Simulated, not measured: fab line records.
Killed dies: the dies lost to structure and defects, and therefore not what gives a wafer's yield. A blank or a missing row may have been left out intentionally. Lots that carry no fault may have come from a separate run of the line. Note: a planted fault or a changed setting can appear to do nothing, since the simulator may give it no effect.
What tool caused it? :: flow nand-harc :: 24 lots, 72 wafers sampled, at 3 steps of a route of 1159

WHAT EACH GAUGE READ, for each wafer
NHARC_A_WL_FILL_INSPECT_15.
lot: L074
measured: day 16 05:35
on: defect-inspect-01
raw-defect-count: 393 486 316

lot: L076
measured: day 16 09:58
on: defect-inspect-01
raw-defect-count: 365 300 374

lot: L075
measured: day 16 06:06
on: defect-inspect-02
raw-defect-count: 418 574 380

lot: L078
measured: day 16 23:15
on: defect-inspect-01
raw-defect-count: 760 310 362

lot: L079
measured: day 16 20:45
on: defect-inspect-02
raw-defect-count: 368 426 273

lot: L077
measured: day 17 05:08
on: defect-inspect-02
raw-defect-count: 362 354 471

lot: L080
measured: day 17 10:32
on: defect-inspect-02
raw-defect-count: 244 320 288

lot: L082
measured: day 17 14:07
on: defect-inspect-02
raw-defect-count: 542 603 435

lot: L081
measured: day 17 21:39
on: defect-inspect-02
raw-defect-count: 370 598 291

lot: L083
measured: day 18 12:04
on: defect-inspect-02
raw-defect-count: 376 381 326

lot: L084
measured: day 18 14:10
on: defect-inspect-01
raw-defect-count: 346 409 270

lot: L087
measured: day 19 03:41
on: defect-inspect-02
raw-defect-count: 634 322 294

lot: L085
measured: day 18 23:22
on: defect-inspect-01
raw-defect-count: 526 272 220

lot: L088
measured: day 19 02:20
on: defect-inspect-02
raw-defect-count: 282 525 352

lot: L086
measured: day 19 10:14
on: defect-inspect-01
raw-defect-count: 183 336 311

lot: L089
measured: day 19 16:08
on: defect-inspect-01
raw-defect-count: 292 300 251

lot: L090
measured: day 20 02:17
on: defect-inspect-01
raw-defect-count: 324 285 282

lot: L091
measured: day 20 03:25
on: defect-inspect-01
raw-defect-count: 373 357 453

lot: L093
measured: day 20 11:50
on: defect-inspect-02
raw-defect-count: 229 305 321

lot: L094
measured: day 20 08:49
on: defect-inspect-02
raw-defect-count: 522 456 581

lot: L092
measured: day 20 23:02
on: defect-inspect-01
raw-defect-count: 372 300 515

lot: L095
measured: day 21 11:23
on: defect-inspect-02
raw-defect-count: 360 321 226

lot: L096
measured: day 22 01:02
on: defect-inspect-02
raw-defect-count: 574 650 614

lot: L097
measured: day 22 00:05
on: defect-inspect-02
raw-defect-count: 465 346 250

NHARC_A_CONTACT_OVL_MEAS_43.
lot: L074
measured: day 16 12:02
on: overlay-02
overlay-x-nm (nm): -0.3 -0.5 -0.3
overlay-y-nm (nm): 1.1 0.5 0.7

lot: L076
measured: day 16 14:58
on: overlay-02
overlay-x-nm (nm): -1.2 -0.7 -1.3
overlay-y-nm (nm): 0.4 0.8 0.0

lot: L075
measured: day 16 12:19
on: overlay-02
overlay-x-nm (nm): 0.1 0.0 -0.4
overlay-y-nm (nm): 1.1 1.8 1.5

lot: L078
measured: day 17 03:03
on: overlay-02
overlay-x-nm (nm): -0.1 0.5 0.3
overlay-y-nm (nm): -1.6 -0.9 -1.1

lot: L079
measured: day 17 00:37
on: overlay-02
overlay-x-nm (nm): 1.1 0.5 0.9
overlay-y-nm (nm): 1.4 1.1 1.3

lot: L077
measured: day 17 08:43
on: overlay-02
overlay-x-nm (nm): 0.0 0.2 1.0
overlay-y-nm (nm): 0.6 0.3 0.5

lot: L080
measured: day 17 16:10
on: overlay-02
overlay-x-nm (nm): 0.0 0.5 0.5
overlay-y-nm (nm): -0.7 -0.6 -0.7

lot: L082
measured: day 17 18:22
on: overlay-02
overlay-x-nm (nm): 0.6 1.0 0.6
overlay-y-nm (nm): 1.2 0.2 0.4

lot: L081
measured: day 18 02:34
on: overlay-02
overlay-x-nm (nm): 0.1 0.3 0.4
overlay-y-nm (nm): -0.2 0.0 0.3

lot: L083
measured: day 18 16:22
on: overlay-01
overlay-x-nm (nm): 0.1 0.2 0.5
overlay-y-nm (nm): 0.8 0.7 0.5

lot: L084
measured: day 18 18:32
on: overlay-01
overlay-x-nm (nm): 0.2 0.3 0.5
overlay-y-nm (nm): -1.4 -1.8 -1.3

lot: L087
measured: day 19 08:14
on: overlay-02
overlay-x-nm (nm): 2.6 2.5 2.5
overlay-y-nm (nm): 0.0 0.3 -0.5

lot: L085
measured: day 19 02:57
on: overlay-02
overlay-x-nm (nm): -0.3 -0.6 -0.6
overlay-y-nm (nm): 0.6 0.4 0.6

lot: L088
measured: day 19 06:01
on: overlay-02
overlay-x-nm (nm): 1.2 0.7 1.1
overlay-y-nm (nm): 1.3 0.7 0.7

lot: L086
measured: day 19 13:52
on: overlay-01
overlay-x-nm (nm): -0.4 -0.9 -0.4
overlay-y-nm (nm): 0.3 0.5 0.4

lot: L089
measured: day 19 19:56
on: overlay-02
overlay-x-nm (nm): -1.2 -1.0 -1.3
overlay-y-nm (nm): 0.7 0.8 0.7

lot: L090
measured: day 20 07:47
on: overlay-01
overlay-x-nm (nm): -0.8 0.1 0.0
overlay-y-nm (nm): -0.5 0.3 -0.2

lot: L091
measured: day 20 09:40
on: overlay-02
overlay-x-nm (nm): -1.6 -0.8 -1.7
overlay-y-nm (nm): 1.7 1.9 1.9

lot: L093
measured: day 20 15:26
on: overlay-01
overlay-x-nm (nm): -0.3 -0.1 0.2
overlay-y-nm (nm): -0.7 -1.3 -0.6

lot: L094
measured: day 20 12:35
on: overlay-02
overlay-x-nm (nm): 1.1 0.9 1.3
overlay-y-nm (nm): 0.9 0.6 0.8

lot: L092
measured: day 21 09:21
on: overlay-01
overlay-x-nm (nm): -0.6 -0.3 -0.6
overlay-y-nm (nm): 0.6 0.4 0.3

lot: L095
measured: day 21 15:19
on: overlay-02
overlay-x-nm (nm): 0.4 0.1 0.3
overlay-y-nm (nm): 0.4 -0.3 0.1

lot: L096
measured: day 22 04:49
on: overlay-01
overlay-x-nm (nm): -0.3 -0.3 -0.8
overlay-y-nm (nm): -0.5 -0.1 0.1

lot: L097
measured: day 22 04:16
on: overlay-01
overlay-x-nm (nm): -0.3 0.0 -0.2
overlay-y-nm (nm): 0.2 -0.8 -0.6

WHICH TOOL RAN EACH LOT (tool, then ch and the chambers of the sampled wafers, then the start)
lot: L074
NHARC_A_SLIT_ETCH_15: rie-diel-01 ch 1,2,3, day 16 05:35 or earlier

lot: L076
NHARC_A_SLIT_ETCH_15: rie-diel-03 ch 0,1,3, day 16 09:58 or earlier

lot: L075
NHARC_A_SLIT_ETCH_15: rie-diel-02 ch 1,3, day 14 12:51

lot: L078
NHARC_A_SLIT_ETCH_15: rie-diel-01 ch 0,1,2, day 16 23:15 or earlier

lot: L079
NHARC_A_SLIT_ETCH_15: rie-diel-01 ch 0,1,3, day 16 20:45 or earlier

lot: L077
NHARC_A_SLIT_ETCH_15: rie-diel-03 ch 1,2, day 17 05:08 or earlier

lot: L080
NHARC_A_SLIT_ETCH_15: rie-diel-03 ch 0,2,3, day 17 10:32 or earlier

lot: L082
NHARC_A_SLIT_ETCH_15: rie-diel-02 ch 1,2, day 17 14:07 or earlier

lot: L081
NHARC_A_SLIT_ETCH_15: rie-diel-03 ch 0,1,3, day 17 21:39 or earlier

lot: L083
NHARC_A_SLIT_ETCH_15: rie-diel-02 ch 2,3, day 18 12:04 or earlier

lot: L084
NHARC_A_SLIT_ETCH_15: rie-diel-01 ch 0,1, day 18 14:10 or earlier

lot: L087
NHARC_A_SLIT_ETCH_15: rie-diel-02 ch 1,2,3, day 19 03:41 or earlier

lot: L085
NHARC_A_SLIT_ETCH_15: rie-diel-01 ch 1,2, day 18 23:22 or earlier

lot: L088
NHARC_A_SLIT_ETCH_15: rie-diel-01 ch 0,2,3, day 19 02:20 or earlier

lot: L086
NHARC_A_SLIT_ETCH_15: rie-diel-02 ch 0,1,3, day 19 10:14 or earlier

lot: L089
NHARC_A_SLIT_ETCH_15: rie-diel-01 ch 0,2,3, day 19 16:08 or earlier

lot: L090
NHARC_A_SLIT_ETCH_15: rie-diel-03 ch 0,2,3, day 20 02:17 or earlier

lot: L091
NHARC_A_SLIT_ETCH_15: rie-diel-01 ch 0,1,2, day 20 03:25 or earlier

lot: L093
NHARC_A_SLIT_ETCH_15: rie-diel-02 ch 0,2,3, day 20 11:50 or earlier

lot: L094
NHARC_A_SLIT_ETCH_15: rie-diel-01 ch 0,1,2, day 20 08:49 or earlier

lot: L092
NHARC_A_SLIT_ETCH_15: rie-diel-02 ch 0,2,3, day 20 23:02 or earlier

lot: L095
NHARC_A_SLIT_ETCH_15: rie-diel-01 ch 2,3, day 21 11:23 or earlier

lot: L096
NHARC_A_SLIT_ETCH_15: rie-diel-01 ch 2,3, day 22 01:02 or earlier

lot: L097
NHARC_A_SLIT_ETCH_15: rie-diel-01 ch 1,3, day 22 00:05 or earlier
- NHARC_A_SLIT_ETCH_15: etches the open film in O2/COS, target depth 3200 nm, time 832 s.

WHAT THE TOOLS THEMSELVES READ (means of the sampled wafers that have a number; where no wafer has one, the mark that the record gives instead)
NHARC_A_SLIT_ETCH_15.
lot: L074
tool: rie-diel-01
drypump-motor-current-A (A): 5.8
oes-product-au (a.u.): 1.012
rf-vpp-V (V): 316.2
showerhead-plenum-p-Torr (Torr): 3.25
throttle-valve-pct (%): 28.325

lot: L076
tool: rie-diel-03
drypump-motor-current-A (A): 5.6
oes-product-au (a.u.): 0.991
rf-vpp-V (V): 316.6
showerhead-plenum-p-Torr (Torr): 3.26
throttle-valve-pct (%): 28.328

lot: L075
tool: rie-diel-02
drypump-motor-current-A (A): 5.7
oes-product-au (a.u.): 1.005
rf-vpp-V (V): 312.8
showerhead-plenum-p-Torr (Torr): 3.07
throttle-valve-pct (%): 28.328

lot: L078
tool: rie-diel-01
drypump-motor-current-A (A): 5.8
oes-product-au (a.u.): 0.992
rf-vpp-V (V): 314.8
showerhead-plenum-p-Torr (Torr): 3.15
throttle-valve-pct (%): 28.325

lot: L079
tool: rie-diel-01
drypump-motor-current-A (A): 6.0
oes-product-au (a.u.): 1.001
rf-vpp-V (V): 313.6
showerhead-plenum-p-Torr (Torr): 3.11
throttle-valve-pct (%): 28.329

lot: L077
tool: rie-diel-03
drypump-motor-current-A (A): 5.7
oes-product-au (a.u.): 1.009
rf-vpp-V (V): 316.3
showerhead-plenum-p-Torr (Torr): 3.27
throttle-valve-pct (%): 28.324

lot: L080
tool: rie-diel-03
drypump-motor-current-A (A): 5.7
oes-product-au (a.u.): 0.986
rf-vpp-V (V): 315.8
showerhead-plenum-p-Torr (Torr): 3.21
throttle-valve-pct (%): 28.330

lot: L082
tool: rie-diel-02
drypump-motor-current-A (A): 5.8
oes-product-au (a.u.): 1.005
rf-vpp-V (V): 312.2
showerhead-plenum-p-Torr (Torr): 3.03
throttle-valve-pct (%): 28.329

lot: L081
tool: rie-diel-03
drypump-motor-current-A (A): 5.6
oes-product-au (a.u.): 0.998
rf-vpp-V (V): 315.9
showerhead-plenum-p-Torr (Torr): 3.26
throttle-valve-pct (%): 28.336

lot: L083
tool: rie-diel-02
drypump-motor-current-A (A): 5.4
oes-product-au (a.u.): 0.995
rf-vpp-V (V): 313.3
showerhead-plenum-p-Torr (Torr): 3.03
throttle-valve-pct (%): 28.334

lot: L084
tool: rie-diel-01
drypump-motor-current-A (A): 6.2
oes-product-au (a.u.): 0.998
rf-vpp-V (V): 313.8
showerhead-plenum-p-Torr (Torr): 3.08
throttle-valve-pct (%): 28.335

lot: L087
tool: rie-diel-02
drypump-motor-current-A (A): 5.5
oes-product-au (a.u.): 1.000
rf-vpp-V (V): 314.0
showerhead-plenum-p-Torr (Torr): 3.05
throttle-valve-pct (%): 28.338

lot: L085
tool: rie-diel-01
drypump-motor-current-A (A): 5.5
oes-product-au (a.u.): 1.006
rf-vpp-V (V): 315.9
showerhead-plenum-p-Torr (Torr): 3.27
throttle-valve-pct (%): 28.330

lot: L088
tool: rie-diel-01
drypump-motor-current-A (A): 5.7
oes-product-au (a.u.): 1.001
rf-vpp-V (V): 314.8
showerhead-plenum-p-Torr (Torr): 3.18
throttle-valve-pct (%): 28.339

lot: L086
tool: rie-diel-02
drypump-motor-current-A (A): 5.6
oes-product-au (a.u.): 1.002
rf-vpp-V (V): 314.4
showerhead-plenum-p-Torr (Torr): 3.13
throttle-valve-pct (%): 28.323

lot: L089
tool: rie-diel-01
drypump-motor-current-A (A): 5.7
oes-product-au (a.u.): 1.008
rf-vpp-V (V): 314.1
showerhead-plenum-p-Torr (Torr): 3.18
throttle-valve-pct (%): 28.338

lot: L090
tool: rie-diel-03
drypump-motor-current-A (A): 5.7
oes-product-au (a.u.): 0.991
rf-vpp-V (V): 315.6
showerhead-plenum-p-Torr (Torr): 3.21
throttle-valve-pct (%): 28.332

lot: L091
tool: rie-diel-01
drypump-motor-current-A (A): 5.8
oes-product-au (a.u.): 1.008
rf-vpp-V (V): 314.8
showerhead-plenum-p-Torr (Torr): 3.14
throttle-valve-pct (%): 28.335

lot: L093
tool: rie-diel-02
drypump-motor-current-A (A): 5.4
oes-product-au (a.u.): 1.004
rf-vpp-V (V): 314.5
showerhead-plenum-p-Torr (Torr): 3.12
throttle-valve-pct (%): 28.318

lot: L094
tool: rie-diel-01
drypump-motor-current-A (A): 5.8
oes-product-au (a.u.): 1.004
rf-vpp-V (V): 314.5
showerhead-plenum-p-Torr (Torr): 3.14
throttle-valve-pct (%): 28.328

lot: L092
tool: rie-diel-02
drypump-motor-current-A (A): 5.4
oes-product-au (a.u.): 1.000
rf-vpp-V (V): 313.8
showerhead-plenum-p-Torr (Torr): 3.12
throttle-valve-pct (%): 28.324

lot: L095
tool: rie-diel-01
drypump-motor-current-A (A): 5.7
oes-product-au (a.u.): 1.005
rf-vpp-V (V): 316.6
showerhead-plenum-p-Torr (Torr): 3.27
throttle-valve-pct (%): 28.333

lot: L096
tool: rie-diel-01
drypump-motor-current-A (A): 5.7
oes-product-au (a.u.): 1.012
rf-vpp-V (V): 316.0
showerhead-plenum-p-Torr (Torr): 3.27
throttle-valve-pct (%): 28.320

lot: L097
tool: rie-diel-01
drypump-motor-current-A (A): 6.0
oes-product-au (a.u.): 1.015
rf-vpp-V (V): 315.3
showerhead-plenum-p-Torr (Torr): 3.20
throttle-valve-pct (%): 28.331

THE ANSWER, worked out from the rows above alone
Rule: usual is defined by the lots themselves. Put in order of their means at a reading, lots are off if they are a third of the lots or fewer, leave a main group of 4 or more, and stand apart from it by a gap of 3 or more times the standard deviation of the main group's means; of several such gaps the widest counts. A main group is skipped when, at the precision printed for the reading in the tables above, its means are all equal. Also off: a lot with no number at a reading for which 4 or more lots have one. The other lots that the step has rows for count as sound. Order of review: gauges by route order, followed by the tools' own readings, for which a lot's mean as printed above is used. At the first step where some lot is off, the reading lying furthest off is the one used; lots without a number count as furthest.
Across all readings shown, no lot is off: no conclusion can be drawn from this.

WHAT HAD BEEN PUT IN BY THE SIMULATOR
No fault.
